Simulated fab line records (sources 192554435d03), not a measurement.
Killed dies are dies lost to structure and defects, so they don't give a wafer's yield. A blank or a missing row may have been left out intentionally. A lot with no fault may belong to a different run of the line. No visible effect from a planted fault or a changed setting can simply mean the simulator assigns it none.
fab line records	flow n5_finfet
[record] lots = 11	wafers = 31	last_day = 18
route steps=1938 shown BEOL_M13@1711 BEOL_M14@1730 PASSIVATION@1936
lots that met no fault: from a run of the same line without faults
start_h: the number of hours between the record's first day and the start of the first shown wafer of the lot	wait_h: hours elapsed since this lot's preceding step	" repeats the value in the row above	L1.1+2: a row that stands for several wafers	- no value, or no start given	* or withheld: withheld	< > ~ a bound
route shown NAME@n: names a module that has steps shown in the file, with the first one's number in the route	usual: mean/standard deviation taken from wafers without a fault	same: alike in all rows	chamber/n: place in a boat	sites: the reading at each site	_std_site: standard deviation of those values	_edge_site: the outer-site mean with the inner-site mean subtracted	radius_mm: how far each site lies from the wafer's centre	mask NAME#n: copy n	behind: tool/chamber where the wafer was last shaped	hold: reason for holding the lot/hours on hold/outcome of the hold	device: whichever transistor did not switch (one of n, p or np)	end of line: tests of these same wafers at the route's end	step lacking rows: just its recipe	killed: at the first sort, the dies lost to defects and structure; wafer yield is something else	map: dies across one wafer; x = killed, . = not, _ = none there
set.NAME: the run value of the setting; set.NAME@STEP: its run value at that earlier step	model.NAME: the simulator's own value behind a step, which no gauge read
one table for each step of the route and one row for each wafer, over a sample of lots
services: from which hour (start_h, from the record's first day; less than 0 if before it) a tool's chamber was out of use, for how many hours, and why
[[steps]]
[step N5_BEOL_M13_THK_MEAS_50]
[recipe] thk_meas_gauge = xrf	reads = Cu_of_BEOL_M13_ECD_47
[usual] M13_THK = 420/8.1
lot.wafer	tool	chamber	start_h	wait_h	M13_THK[nm]
L356.1	film_metro-01	-	233.64	-	421
L356.5	"	-	"	"	418
L356.6	"	-	"	"	420
L358.1	film_metro-02	-	262.12	0.1	414
L358.2	"	-	"	"	412
L358.5	"	-	"	"	414
L361.4	film_metro-01	-	298.70	-	425
L361.5	"	-	"	"	432
L361.6	"	-	"	"	424
L367.2	film_metro-01	-	324.35	-	403
L367.3	"	-	"	"	406
L367.6	"	-	"	"	403
L369.3	film_metro-02	-	328.41	-	416
L369.4	"	-	"	"	416
L369.6	"	-	"	"	419
L370.1	film_metro-01	-	337.81	-	415
L370.2	"	-	"	"	408
L370.3	"	-	"	"	428
L371.1	film_metro-01	-	343.41	-	413
L371.2	"	-	"	"	412
L371.5	"	-	"	"	413
L373.2	film_metro-02	-	356.38	-	429
L373.3	"	-	"	"	423
L373.6	"	-	"	"	415
L374.1	film_metro-01	-	368.13	-	421
L374.5	"	-	"	"	423
L376.2	film_metro-02	-	390.51	-	419
L376.3	"	-	"	"	435
L377.1	film_metro-02	-	397.19	-	410
L377.4	"	-	"	"	409
L377.5	"	-	"	"	410
[step N5_BEOL_M14_ETCH_59]
[recipe] chemistry = N2/H2	target = BARC	target_depth_a = 890	overetch_a = 267	time_s = 67.9	ion_energy_ev = 200	pressure_mtorr = 30	source_w = 840	bias_w = 150	n2_flow_sccm = 200	h2_flow_sccm = 200
[usual] chamber_pressure_mTorr = 30.004/0.028	drypump_motor_current_A = 5.52/0.28	oes_product_au = 0.67/0.056	rf_fwd_power_W = 832/3.5	rf_vpp_V = 522.4/2.5	showerhead_plenum_p_Torr = 2.49/0.098	throttle_valve_pct = 17.92/0.26
lot.wafer	tool	chamber	start_h	wait_h	chamber_pressure_mTorr	drypump_motor_current_A	oes_product_au	rf_fwd_power_W	rf_hours_counter_h	rf_vpp_V	showerhead_plenum_p_Torr	throttle_valve_pct
L356.1	rie_diel-03	2	234.57	0.0	30.011	5.60	0.62	828	205	518.3	2.30	17.93
L356.5	"	3	"	"	29.980	5.77	0.73	835	-	520.8	2.48	17.71
L356.6	"	2	"	"	30.011	5.57	0.62	834	-	517.6	2.30	17.92
L358.1	rie_diel-03	3	263.06	0.0	30.054	5.80	0.72	835	58	523.5	2.47	17.72
L358.2	"	0	"	"	29.999	5.57	0.64	831	122	526.2	2.67	18.29
L358.5	"	0	"	"	29.965	5.60	0.64	830	-	526.9	2.67	18.27
L361.4	rie_diel-02	0	299.90	0.0	30.027	5.42	0.57	829	239	520.2	2.40	18.03
L361.5	"	2	"	"	30.004	5.78	0.74	839	-	525.4	2.58	17.64
L361.6	"	3	"	"	30.012	5.41	0.61	829	-	521.1	2.42	18.34
L367.2	rie_diel-03	2	325.29	0.0	29.989	5.57	0.61	836	235	516.9	2.28	17.99
L367.3	"	1	"	"	29.970	5.69	0.62	831	177	520.1	2.41	17.98
L367.6	"	1	"	"	29.965	5.74	0.62	835	-	520.5	2.41	17.99
L369.3	rie_diel-02	3	329.22	0.0	30.005	5.40	0.61	830	212	519.8	2.41	18.37
L369.4	"	3	"	"	30.054	5.41	0.61	827	-	521.3	2.41	18.36
L369.6	"	1	"	"	29.996	4.94	0.76	825	-	519.9	2.47	17.51
L370.1	rie_diel-03	1	339.00	0.0	30.007	5.66	0.62	835	182	519.6	2.40	17.99
L370.2	"	3	"	"	29.975	5.80	0.70	838	84	520.8	2.46	17.78
L370.3	"	2	"	"	30.026	5.57	0.60	830	240	517.0	2.28	17.99
L371.1	rie_diel-03	3	344.24	0.0	29.997	5.75	0.69	837	86	521.4	2.46	17.77
L371.2	"	2	"	"	30.052	5.59	0.60	834	242	518.0	2.28	17.98
L371.5	"	2	"	"	29.964	5.58	0.60	832	-	517.9	2.28	18.01
L373.2	rie_diel-03	2	357.20	0.0	30.014	5.59	0.60	831	246	516.0	2.28	17.99
L373.3	"	1	"	"	29.977	5.73	0.62	838	188	519.9	2.40	18.02
L373.6	"	2	"	"	29.984	5.59	0.60	828	-	516.6	2.28	18.00
L374.1	rie_diel-01	2	369.07	0.0	30.030	5.94	0.65	834	144	524.2	2.55	18.19
L374.5	"	2	"	"	30.009	5.95	0.66	832	-	524.1	2.55	18.17
L376.2	rie_diel-02	1	391.72	0.0	30.004	4.93	0.72	828	69	522.1	2.46	17.57
L376.3	"	2	"	"	29.965	5.77	0.70	838	82	524.5	2.56	17.72
L377.1	rie_diel-01	2	398.08	0.0	30.020	5.93	0.65	836	152	523.5	2.54	18.19
L377.4	"	0	"	"	30.030	5.43	0.71	832	-	521.6	2.47	17.67
L377.5	"	1	"	"	29.973	5.11	0.65	826	-	522.7	2.54	18.03
[step N5_BEOL_M14_CD_MEAS_17]
[recipe] target_cd_nm = 250	polarity = opening
[usual] cd_nm = 250.4/1.8
lot.wafer	tool	chamber	start_h	wait_h	cd_nm
L356.1	cd_sem-01	-	234.97	0.0	252.6
L356.5	"	-	"	"	251.7
L356.6	"	-	"	"	252.5
L358.1	cd_sem-01	-	263.46	0.0	251.4
L358.2	"	-	"	"	249.7
L358.5	"	-	"	"	251.0
L361.4	cd_sem-02	-	300.31	0.0	250.0
L361.5	"	-	"	"	251.8
L361.6	"	-	"	"	252.1
L367.2	cd_sem-01	-	325.72	0.0	251.4
L367.3	"	-	"	"	248.7
L367.6	"	-	"	"	247.7
L369.3	cd_sem-03	-	329.62	0.0	248.9
L369.4	"	-	"	"	248.1
L369.6	"	-	"	"	250.8
L370.1	cd_sem-02	-	339.44	0.0	247.3
L370.2	"	-	"	"	251.9
L370.3	"	-	"	"	250.0
L371.1	cd_sem-01	-	344.65	0.0	251.2
L371.2	"	-	"	"	250.8
L371.5	"	-	"	"	251.0
L373.2	cd_sem-02	-	357.60	0.0	248.5
L373.3	"	-	"	"	248.9
L373.6	"	-	"	"	249.2
L374.1	cd_sem-03	-	369.77	0.0	249.8
L374.5	"	-	"	"	251.6
L376.2	cd_sem-01	-	392.12	0.0	251.0
L376.3	"	-	"	"	249.4
L377.1	cd_sem-01	-	398.49	0.0	248.3
L377.4	"	-	"	"	248.4
L377.5	"	-	"	"	250.2
[step N5_BEOL_M14_COAT_65]
[recipe] resist = SOC	temp_c = 250	time_s = 60	spin_rpm = 1500	resist_thk_nm = 450
[usual] resist_line_temp_C = 22.98/0.12	spin_speed_rpm = 1500.0/1.1
lot.wafer	tool	chamber	start_h	wait_h	resist_line_temp_C	spin_speed_rpm
L356.1	litho_track-04	0	235.01	0.0	23.01	1498.7
L356.5	"	0	"	"	23.11	1500.1
L356.6	"	0	"	"	23.05	1499.1
L358.1	litho_track-05	0	263.49	0.0	22.88	1501.2
L358.2	"	0	"	"	22.84	1501.2
L358.5	"	0	"	"	23.13	1499.3
L361.4	litho_track-03	0	300.35	0.0	22.99	1497.3
L361.5	"	0	"	"	22.91	1501.3
L361.6	"	0	"	"	23.03	1500.5
L367.2	litho_track-04	0	325.76	0.0	23.05	1500.3
L367.3	"	0	"	"	23.12	1500.2
L367.6	"	0	"	"	23.09	1500.4
L369.3	litho_track-05	0	329.65	0.0	22.94	1503.1
L369.4	"	0	"	"	22.84	1500.5
L369.6	"	0	"	"	23.07	1498.2
L370.1	litho_track-04	0	339.47	0.0	23.11	1466.0
L370.2	"	0	"	"	23.07	1465.8
L370.3	"	0	"	"	23.11	1465.7
L371.1	litho_track-04	0	344.69	0.0	22.97	1465.1
L371.2	"	0	"	"	23.04	1465.4
L371.5	"	0	"	"	22.86	1463.7
L373.2	litho_track-03	0	357.63	0.0	22.82	1501.0
L373.3	"	0	"	"	22.88	1500.0
L373.6	"	0	"	"	22.82	1499.4
L374.1	litho_track-05	0	369.80	0.0	23.04	1500.5
L374.5	"	0	"	"	22.97	1499.7
L376.2	litho_track-03	0	392.15	0.0	23.00	1500.8
L376.3	"	0	"	"	22.87	1501.5
L377.1	litho_track-05	0	398.53	0.0	22.73	1501.2
L377.4	"	0	"	"	22.95	1500.8
L377.5	"	0	"	"	22.97	1499.8
[step N5_PASSIVATION_PROBE_49]
[usual] defect_limited_yield = 91.3/1.3	killed_at_M0_to_M3 = 36/12	killed_at_M4_up = 13/4.6	killed_at_contacts = 13/5.4	killed_at_front_end = 37/10	killed_at_other = 3.6/2.9	killed_dies = 102/15	killed_open = 67/12	killed_short = 33/7.5	sort_bin_5_function = 5.1/0.93	sort_bin_6_memory = 3.2/0.62	sort_n_pass = 1078/15	sort_yield_pct = 91.3/1.3
[same] gross_dies = 1180	killed_at_back_side = 0	sort_bin_4_leakage[%] = 0	sort_bin_8_speed[%] = 0
lot.wafer	tool	chamber	start_h	wait_h	defect_limited_yield[%]	killed_at_M0_to_M3	killed_at_M4_up	killed_at_contacts	killed_at_front_end	killed_at_other	killed_dies	killed_open	killed_short	sort_bin_5_function[%]	sort_bin_6_memory[%]	sort_n_pass	sort_yield_pct[%]
L356.1	prober-01	-	258.32	0.0	91.4	35	15	8	42	2	102	76	26	4.9	3.3	1078	91.4
L356.5	prober-01	-	258.52	0.2	91.6	36	13	8	40	2	99	71	27	4.6	3.5	1081	91.6
L356.6	prober-01	-	258.57	0.3	90.4	36	13	10	48	6	113	78	33	4.7	4.6	1067	90.4
L358.1	prober-02	-	289.92	0.0	93.1	25	5	15	33	3	81	57	23	3.6	2.8	1099	93.1
L358.2	prober-02	-	289.97	0.1	90.6	30	9	19	46	7	111	73	38	5.0	4.2	1069	90.6
L358.5	prober-02	-	290.12	0.2	89.7	26	15	11	62	7	121	76	43	5.8	4.4	1059	89.7
L369.3	prober-01	-	356.23	0.1	92.3	53	0	8	30	0	91	56	35	4.5	2.7	1089	92.3
L369.4	prober-01	-	356.28	0.2	90.9	48	9	19	30	1	107	73	33	5.3	3.4	1073	90.9
L369.6	prober-01	-	356.38	0.3	91.7	59	8	7	23	1	98	56	42	5.4	2.4	1082	91.7
L370.1	prober-01	-	365.32	0.0	92.5	23	17	12	35	1	88	65	21	4.4	3.0	1092	92.5
L370.2	prober-01	-	365.37	0.1	90.8	44	17	10	36	2	109	80	27	5.2	3.6	1071	90.8
L370.3	prober-01	-	365.42	0.1	91.9	22	16	21	36	1	96	70	24	4.7	3.2	1084	91.9
L371.1	prober-02	-	372.58	0.0	91.2	51	12	11	30	0	104	77	27	5.3	3.1	1076	91.2
L371.2	prober-02	-	372.63	0.1	88.6	72	10	17	35	1	135	88	47	6.9	4.2	1045	88.6
L371.5	prober-02	-	372.78	0.2	89.2	49	14	11	51	2	127	89	38	7.0	3.4	1053	89.2
L373.2	prober-02	-	383.34	0.1	89.8	36	10	6	66	2	120	70	49	4.8	5.1	1060	89.8
L373.3	prober-02	-	383.39	0.1	90.2	22	18	16	53	7	116	61	52	5.8	3.0	1064	90.2
L373.6	prober-02	-	383.54	0.3	90.1	35	17	11	45	9	117	75	41	5.8	3.6	1063	90.1
L374.1	prober-02	-	395.06	0.0	93.1	33	17	8	16	8	82	47	34	4.0	2.5	1098	93.1
L374.5	prober-02	-	395.26	0.2	92.5	22	10	10	38	9	89	54	32	4.4	2.6	1091	92.5
L376.2	prober-01	-	414.15	0.1	90.7	42	12	25	28	3	110	79	31	5.3	3.5	1070	90.7
L376.3	prober-01	-	414.20	0.1	93.3	9	8	14	46	2	79	50	26	3.8	2.4	1101	93.3
// killed by level:class
L356.1 FIN_SAQP:geometric_particle:open=15 MOL_CONTACT_COAG:geometric_particle:open=7 BEOL_M0_SAQP:geometric_particle:open=7 BEOL_M2:geometric_particle:open=7 BEOL_M0_SAQP:geometric_particle:short=6 BEOL_M1:geometric_particle:open=6 STI_FIN_REVEAL:geometric_particle:open=5 GATE_CUT:geometric_particle:short=5
L356.5 FIN_SAQP:geometric_particle:open=11 BEOL_M0_SAQP:geometric_particle:open=10 MOL_CONTACT_COAG:geometric_particle:open=7 STI_FIN_REVEAL:geometric_particle:open=6 BEOL_M2:geometric_particle:open=6 STARTING-WAFER:geometric_particle:short=6 BEOL_M0:geometric_particle:open=5 BEOL_M1:geometric_particle:open=5
L356.6 BEOL_M2:geometric_particle:open=13 FIN_SAQP:geometric_particle:open=12 BEOL_M3:geometric_particle:open=12 MOL_CONTACT_COAG:geometric_particle:open=10 FIN_SAQP:geometric_particle:short=7 GATE_CUT:geometric_particle:short=6 STI_FIN_REVEAL:geometric_particle:open=5 BEOL_M1:geometric_particle:open=4
L358.1 MOL_CONTACT_COAG:geometric_particle:open=13 FIN_SAQP:geometric_particle:open=12 FIN_SAQP:geometric_particle:short=6 STI_FIN_REVEAL:geometric_particle:open=6 BEOL_M0_SAQP:geometric_particle:open=6 BEOL_M2:geometric_particle:open=6 BEOL_M0_SAQP:geometric_particle:short=5 BEOL_M0:geometric_particle:open=4
L358.2 FIN_SAQP:geometric_particle:open=23 MOL_CONTACT_COAG:geometric_particle:open=15 BEOL_M0_SAQP:geometric_particle:short=11 FIN_SAQP:geometric_particle:short=10 BEOL_M0_SAQP:geometric_particle:open=7 MOL_CONTACT_COAG:geometric_particle:short=4 STI_FIN_REVEAL:geometric_particle:open=3 ILD0:geometric_particle:open=3
L358.5 STI_FIN_REVEAL:geometric_particle:open=18 FIN_SAQP:geometric_particle:open=16 FIN_SAQP:geometric_particle:short=7 MOL_CONTACT_COAG:geometric_particle:open=7 STARTING-WAFER:geometric_particle:short=7 BEOL_M0_SAQP:geometric_particle:open=5 BEOL_M1:geometric_particle:short=5 BEOL_M0_SAQP:geometric_particle:short=4
L369.3 BEOL_M3:geometric_particle:open=13 BEOL_M2:geometric_particle:open=9 BEOL_M1:geometric_particle:short=9 BEOL_M0_SAQP:geometric_particle:short=8 FIN_SAQP:geometric_particle:open=7 FIN_SAQP:geometric_particle:short=7 BEOL_M1:geometric_particle:open=7 MOL_CONTACT_COAG:geometric_particle:open=6
L369.4 MOL_CONTACT_COAG:geometric_particle:open=15 BEOL_M2:geometric_particle:open=15 BEOL_M3:geometric_particle:open=11 BEOL_M0_SAQP:geometric_particle:short=9 FIN_SAQP:geometric_particle:short=8 BEOL_M0_SAQP:geometric_particle:open=8 FIN_SAQP:geometric_particle:open=5 MOL_CONTACT_COAG:geometric_particle:short=4
L369.6 BEOL_M0_SAQP:geometric_particle:short=17 BEOL_M2:geometric_particle:open=12 FIN_SAQP:geometric_particle:short=11 BEOL_M0_SAQP:geometric_particle:open=9 MOL_CONTACT_COAG:geometric_particle:open=7 FIN_SAQP:geometric_particle:open=5 BEOL_M1:geometric_particle:open=5 BEOL_M3:geometric_particle:open=5
L370.1 MOL_CONTACT_COAG:geometric_particle:open=11 STI_FIN_REVEAL:geometric_particle:open=10 BEOL_M4:geometric_particle:open=9 BEOL_M0_SAQP:geometric_particle:open=6 BEOL_M1:geometric_particle:open=6 DUMMY_GATE:geometric_particle:open=5 GATE_CUT:geometric_particle:short=5 BEOL_M3:geometric_particle:open=5
L370.2 BEOL_M2:geometric_particle:open=13 STI_FIN_REVEAL:geometric_particle:open=11 BEOL_M0_SAQP:geometric_particle:open=11 BEOL_M4:geometric_particle:open=10 MOL_CONTACT_COAG:geometric_particle:open=9 BEOL_M0_SAQP:geometric_particle:short=7 FIN_SAQP:geometric_particle:short=6 BEOL_M3:geometric_particle:open=6
L370.3 MOL_CONTACT_COAG:geometric_particle:open=20 STARTING-WAFER:geometric_particle:open=7 GATE_CUT:geometric_particle:short=5 BEOL_M3:geometric_particle:open=5 FIN_SAQP:geometric_particle:open=4 STI_FIN_REVEAL:geometric_particle:open=4 BEOL_M0:geometric_particle:open=4 BEOL_M4:geometric_particle:open=4
L371.1 BEOL_M0_SAQP:geometric_particle:open=12 BEOL_M0:geometric_particle:open=11 MOL_CONTACT_COAG:geometric_particle:open=10 BEOL_M2:geometric_particle:open=10 BEOL_M0_SAQP:geometric_particle:short=8 STI_FIN_REVEAL:geometric_particle:open=7 BEOL_M3:geometric_particle:open=7 STARTING-WAFER:geometric_particle:short=5
L371.2 BEOL_M3:geometric_particle:open=22 MOL_CONTACT_COAG:geometric_particle:open=13 BEOL_M0_SAQP:geometric_particle:short=9 FIN_SAQP:geometric_particle:short=8 BEOL_M0:geometric_particle:open=8 BEOL_M1:geometric_particle:open=8 BEOL_M0_SAQP:geometric_particle:open=7 BEOL_M1:geometric_particle:short=7
L371.5 STI_FIN_REVEAL:geometric_particle:open=13 MOL_CONTACT_COAG:geometric_particle:open=10 FIN_SAQP:geometric_particle:open=9 BEOL_M0_SAQP:geometric_particle:open=9 BEOL_M0_SAQP:geometric_particle:short=8 BEOL_M4:geometric_particle:open=8 BEOL_M2:geometric_particle:open=8 GATE_CUT:geometric_particle:short=6
L373.2 FIN_SAQP:geometric_particle:short=25 FIN_SAQP:geometric_particle:open=15 BEOL_M0_SAQP:geometric_particle:short=11 STI_FIN_REVEAL:geometric_particle:open=9 BEOL_M1:geometric_particle:open=7 MOL_CONTACT_COAG:geometric_particle:open=6 BEOL_M0_SAQP:geometric_particle:open=5 STARTING-WAFER:geometric_particle:open=5
L373.3 FIN_SAQP:geometric_particle:short=20 MOL_CONTACT_COAG:geometric_particle:open=11 STI_FIN_REVEAL:geometric_particle:open=7 BEOL_M4:geometric_particle:open=7 FIN_SAQP:geometric_particle:open=6 GATE_CUT:geometric_particle:short=6 MOL_CONTACT_COAG:geometric_particle:short=5 BEOL_M0_SAQP:geometric_particle:open=5
L373.6 FIN_SAQP:geometric_particle:short=12 FIN_SAQP:geometric_particle:open=10 BEOL_M0_SAQP:geometric_particle:short=9 BEOL_M4:geometric_particle:open=9 BEOL_M0_SAQP:geometric_particle:open=9 DUMMY_GATE:geometric_particle:open=8 MOL_CONTACT_COAG:geometric_particle:open=7 BEOL_M1:geometric_particle:open=6
L374.1 BEOL_M0_SAQP:geometric_particle:short=14 MOL_CONTACT_COAG:geometric_particle:open=7 BEOL_M0_SAQP:geometric_particle:open=6 BEOL_M1:geometric_particle:open=6 BEOL_M4:geometric_particle:open=6 BEOL_M3:geometric_particle:open=5 FIN_SAQP:geometric_particle:open=3 FIN_SAQP:geometric_particle:short=3
L374.5 BEOL_M0_SAQP:geometric_particle:open=9 BEOL_M0_SAQP:geometric_particle:short=9 MOL_CONTACT_COAG:geometric_particle:open=8 STARTING-WAFER:geometric_particle:open=7 FIN_SAQP:geometric_particle:open=6 GATE_CUT:geometric_particle:short=6 GATE_CUT:geometric_particle:open=6 MIM_TOP_ETCH:geometric_particle:open=6
L376.2 MOL_CONTACT_COAG:geometric_particle:open=20 BEOL_M2:geometric_particle:open=12 BEOL_M0_SAQP:geometric_particle:open=12 FIN_SAQP:geometric_particle:open=7 BEOL_M3:geometric_particle:open=7 FIN_SAQP:geometric_particle:short=6 MOL_CONTACT_COAG:geometric_particle:short=5 BEOL_M0_SAQP:geometric_particle:short=5
L376.3 FIN_SAQP:geometric_particle:short=12 FIN_SAQP:geometric_particle:open=12 MOL_CONTACT_COAG:geometric_particle:open=8 STI_FIN_REVEAL:geometric_particle:open=7 MOL_CONTACT_COAG:geometric_particle:short=6 BEOL_M3:geometric_particle:open=5 STARTING-WAFER:geometric_particle:open=4 BEOL_M4:geometric_particle:open=3
[[services]]
tool	chamber	start_h	hours	kind
rie_diel-01	3	237.65	3.0	repair
rie_diel-01	2	253.64	4.9	repair
litho_track-03	-	281.34	-	consumable_replace:filter
rie_diel-02	0	323.54	-	clean
rie_diel-02	0	323.54	-	consumable_replace:focus_ring
rie_diel-02	0	323.54	-	consumable_replace:showerhead
rie_diel-02	0	323.54	27.2	scheduled_down
rie_diel-02	0	323.54	27.2	vent_cycle
rie_diel-02	3	346.66	4.7	repair
rie_diel-03	2	367.98	-	clean
rie_diel-03	2	367.98	-	consumable_replace:focus_ring
rie_diel-03	2	367.98	-	consumable_replace:showerhead
rie_diel-03	2	367.98	22.5	scheduled_down
rie_diel-03	2	367.98	22.5	vent_cycle
rie_diel-01	-	381.23	1.4	repair
rie_diel-02	0	383.08	9.9	repair
rie_diel-01	3	395.08	-	clean
rie_diel-01	3	395.08	-	consumable_replace:focus_ring
rie_diel-01	3	395.08	17.3	scheduled_down
rie_diel-01	3	395.08	17.3	vent_cycle
[[key]]
[first_sign] step = N5_BEOL_M14_COAT_65	reading = spin_speed_rpm	direction = down	sigmas = 32	usual = *	struck = *
effect none on later readings
met_at N5_BEOL_M14_COAT_65
struck_lots L370,L371
not_acting_at N5_BEOL_M13_THK_MEAS_50,N5_BEOL_M14_ETCH_59,N5_BEOL_M14_CD_MEAS_17
onset_between 325.76 339.47
[fault] kind = process_parameter_drift	tool = litho_track-04	chamber = -	onset_h = 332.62	steps = N5_BEOL_M14_COAT_65	channel = spin_rpm	offset = *	shape = step	end_h = 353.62	acts_in = *	stated = *
